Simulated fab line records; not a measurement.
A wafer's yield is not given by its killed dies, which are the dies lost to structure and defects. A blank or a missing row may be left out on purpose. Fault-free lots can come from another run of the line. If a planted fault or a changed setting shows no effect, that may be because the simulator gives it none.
Struck lot and sound lot, side by side | flow n5-finfet | 13 out of 1938 route steps
Sound: wafers L820.1, L820.2, L820.6. The struck wafers were L821.2, L821.6. Last of all comes the cause.
Order at every step that has rows: each side's tool, ch and its chambers, its first start. Under that, the readings that differ: sound wafers | struck wafers | difference of the means | sigmas: that difference in standard deviations of wafers without a fault.
alike: a reading whose means differ by less than 2 such deviations, as well as words and numbers matching on both sides. not compared: withheld readings; readings where some wafer has no value; bounds like >300 that might hide an equal value; numbers whose values overlap and for which the record gives no deviation.
Wherever a step has rows on one side only, a row that says differs or no value, or a row with sigmas, the two part there. Numbers that have no deviation but don't overlap get no sigmas and don't part them. A reading that every wafer of one side lacks parts them only if that side has two wafers or more.

first, 1 step without rows for these wafers: N5_BEOL_M15_STRIP_36 (strips in O2).
N5_BEOL_M15_STRIP_62: strips in O2.
  sound on rie-diel-01 ch 0,1,3; struck on rie-diel-01 ch 0
  alike: drypump-motor-current-A, oes-product-au, rf-vpp-V, showerhead-plenum-p-Torr, throttle-valve-pct
  not compared: rf-hours-counter-h
N5_BEOL_M15_STRIP_37: strips in O2.
  sound on rie-diel-01 ch 0,1,3; struck on rie-diel-01 ch 0
  alike: drypump-motor-current-A, oes-product-au, rf-vpp-V, showerhead-plenum-p-Torr, throttle-valve-pct
  not compared: rf-hours-counter-h
then, 3 steps without rows for these wafers: N5_BEOL_M15_ETCH_38 (etches SiCN in CF4/N2, target depth 106.4 nm, time 120.5 s); N5_BEOL_M15_PRECLEAN_39 (cleans in residue remover, time 60 s); N5_BEOL_M15_SRD_40 (time 30 s, dry time 30 s).
N5_BEOL_M15_DEGAS_41: time 60 s.
  sound on pvd-sputter-01 at day 13 22:46; struck on pvd-sputter-01 at day 13 23:13
  alike: heater-power-w
N5_BEOL_M15_PRE_CLEAN_42: time 30 s.
  sound on pvd-sputter-01 at day 13 22:48; struck on pvd-sputter-01 at day 13 23:15
  alike: heater-power-w
then, 3 steps without rows for these wafers: N5_BEOL_M15_SPUTTER_43 (material TaN, target thk 15 nm, time 24.19 s); N5_BEOL_M15_SPUTTER_44 (material Ta, target thk 15 nm, time 24.19 s); N5_BEOL_M15_SPUTTER_45 (material Cu, target thk 100 nm, time 16.67 s).
N5_BEOL_M15_ECD_47: material Cu, target thk 1860 nm.
  sound on ecd-cu-01 ch 0,1, day 13 23:09; struck on ecd-cu-01 ch 0,1, day 13 23:36
  reading                                 | sound          | struck    | difference | sigmas
  model.Cu_of_BEOL_M15_ECD_47.thk-nm (nm) | 1887 1889 1873 | 3063 3039 | +1168      |
N5_BEOL_M15_ANNEAL_48: time 90 s.
  sound on rtp-anneal-02 ch 0, day 13 23:28; struck on rtp-anneal-01 ch 0, day 13 23:57
  alike: wafer_temp_C_max

## WHERE THEY PART
Nowhere in this record.

WHY: what had been put in by the simulator
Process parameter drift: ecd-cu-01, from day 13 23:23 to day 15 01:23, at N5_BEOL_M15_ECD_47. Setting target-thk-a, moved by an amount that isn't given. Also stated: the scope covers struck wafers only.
